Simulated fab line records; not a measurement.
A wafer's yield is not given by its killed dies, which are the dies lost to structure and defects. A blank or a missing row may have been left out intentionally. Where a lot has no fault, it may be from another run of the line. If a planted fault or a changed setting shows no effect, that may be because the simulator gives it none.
Comparing a struck lot with a sound one || flow n5Finfet || 36 steps out of a route of 1938
Sound: wafers L916.1, L916.2. Struck: wafers L917.1, L917.2, L917.6. The cause comes at the end.
At each step with rows: each side's tool, then ch and its chambers, then its first start. Under that, the readings that differ: sound wafers || struck wafers || difference of the means || sigmas: that difference in standard deviations of wafers without a fault.
alike: a reading whose means differ by less than 2 such deviations, as well as words and numbers matching on both sides. not compared: withheld readings; readings where some wafer has no value; bounds like >300 that might hide an equal value; numbers whose values overlap and for which the record gives no deviation.
The two part at a step that has a row with sigmas, a row that says differs or no value, or rows on one side only. Numbers that don't overlap but have no deviation are shown without sigmas and don't part them. A reading that every wafer of one side lacks parts them only if that side has two wafers or more.

first, 9 steps without rows for these wafers: N5_BEOL_M4_ANNEAL_95 (time 240 s); N5_BEOL_M4_SPUTTER_96 (material Cu, target thk 4.5 nm, time 8.29 s); N5_BEOL_M4_ECD_50 (material Cu, target thk 300 nm); N5_BEOL_M4_ANNEAL_51 (time 90 s); N5_BEOL_M4_CMP_52 (polishes, stops on SiOC, t overpolish 6.8 s, target thk 40 nm); N5_BEOL_M4_PRE_CLEAN_60 (time 15 s); N5_BEOL_M4_CO_CAP_55 (material Co, precursor CCTBA/H2, target thk 2 nm, time 102.1 s); N5_BEOL_M4_PRE_CLEAN_56 (time 15 s); N5_BEOL_M4_DEP_57 (deposits SiCN from 3MS/NH3, target thk 8 nm, time 14 s).
N5_BEOL_M4_RC_MEAS_101:
  sound on prober-02 ch 0, day 11 08:16; struck on prober-02 ch 0, day 11 16:21
  alike: DIBL_N, DIBL_P, IOFF_N, IOFF_P, ION_N, ION_P, SS_N, SS_P, VT_N, VT_P
then, 24 steps without rows for these wafers: N5_BEOL_M5_ILD_DEP_00 (deposits SiCOH lowk from DEMS/porogen, target thk 140.64 nm, time 25.9 s); N5_BEOL_M5_CURE_79 (cures SiCOH lowk, time 240 s); N5_BEOL_M5_PECVD_70 (deposits SiO2 from TEOS/O2, target thk 16 nm, time 18 s); N5_BEOL_M5_HM_DEP_02 (deposits TiN, target thk 20 nm); N5_BEOL_M5_COAT_59 (time 60 s, resist thk 60 nm); N5_BEOL_M5_COAT_60 (time 60 s, resist thk 12 nm); N5_BEOL_M5_COAT_71 (time 60 s, resist thk 5 nm); N5_BEOL_M5_COAT_05 (resist thk 30 nm); N5_BEOL_M5_EBR_07; N5_BEOL_M5_SOFTBAKE_06 (time 60 s); N5_BEOL_M5_EXPOSE_08 (exposes mask M5, target cd 28 nm); N5_BEOL_M5_PEB_09 (peb time 60 s); N5_BEOL_M5_DEVELOP_10 (develop time 30 s); N5_BEOL_M5_DESCUM_16 (chemistry O2, time 7 s); N5_BEOL_M5_ETCH_72 (etches underlayer in N2/H2, target depth 6.5 nm, time 5.2 s); N5_BEOL_M5_ETCH_61 (etches SiARC in CF4, target depth 15.6 nm, time 26 s); N5_BEOL_M5_ETCH_62 (etches SOC in N2/H2, target depth 75 nm, overetch 15 nm, time 112.5 s); N5_BEOL_M5_STRIP_63 (strips in N2/H2); N5_BEOL_M5_STRIP_73 (strips in N2/H2); N5_BEOL_M5_STRIP_64 (strips in CF4); N5_BEOL_M5_HM_OPEN_17 (chemistry Cl2/BCl3, target TiN, target depth 20 nm, overetch 6 nm); N5_BEOL_M5_STRIP_19 (strips in O2); N5_BEOL_M5_COAT_65 (time 60 s, resist thk 60 nm); N5_BEOL_M5_COAT_66 (time 60 s, resist thk 12 nm).
-- the record jumps here: 4 days lie between the struck wafers' starts before and after (it left off in module BEOL_M5 and takes up again in module MIM_TOP, whose first step shown is number 1835 of the route) --
N5_MIM_TOP_ALD_01: deposits HfO2, target thk 5.6 nm, pulse time 1 s, purge time 3 s.
  sound on aldHk-01 ch 2,3, day 15 04:00; struck on aldHk-01 ch 2,3, day 15 14:00
  no value came back on the struck wafers for aldCycles, coReactantPulseTimeS (s), precursorPulseHeightRel; on the sound wafers aldCycles reads 62 62
N5_PASSIVATION_PROBE_49:
  sound: prober-02 at day 15 16:43; struck: prober-02 at day 16 01:09
{"reading": "defectLimitedYield (%)", "sound": "93.1 92.5", "struck": "4.2 5.0 4.4", "difference": -88.3, "sigmas": -59}
{"reading": "killed_at_M0_to_M3", "sound": "19 23", "struck": "40 34 50", "difference": "+20", "sigmas": "+2"}
{"reading": "killedAtOther", "sound": "3 5", "struck": "1034 1017 1013", "difference": "+1017", "sigmas": "+99 or more"}
{"reading": "killedDies", "sound": "82 88", "struck": "1130 1121 1128", "difference": "+1041", "sigmas": "+58"}
{"reading": "killedOnRim", "sound": "11 10", "struck": "152 138 152", "difference": "+137", "sigmas": "+31"}
{"reading": "sort_bin_5_function (%)", "sound": "5.1 3.7", "struck": "92.3 91.4 91.9", "difference": "+87.5", "sigmas": "+87"}
{"reading": "sortNPass", "sound": "1098 1092", "struck": "50 59 52", "difference": -1041, "sigmas": -47}
  alike: killed_at_M4_up, killedAtContacts, killedAtFrontEnd, killedOpen, killedShort, sort_bin_6_memory, sort_bin_8_speed

WHERE THEY PART
First at N5_MIM_TOP_ALD_01; last, within this record, at N5_PASSIVATION_PROBE_49.

WHY: whatever the simulator had introduced
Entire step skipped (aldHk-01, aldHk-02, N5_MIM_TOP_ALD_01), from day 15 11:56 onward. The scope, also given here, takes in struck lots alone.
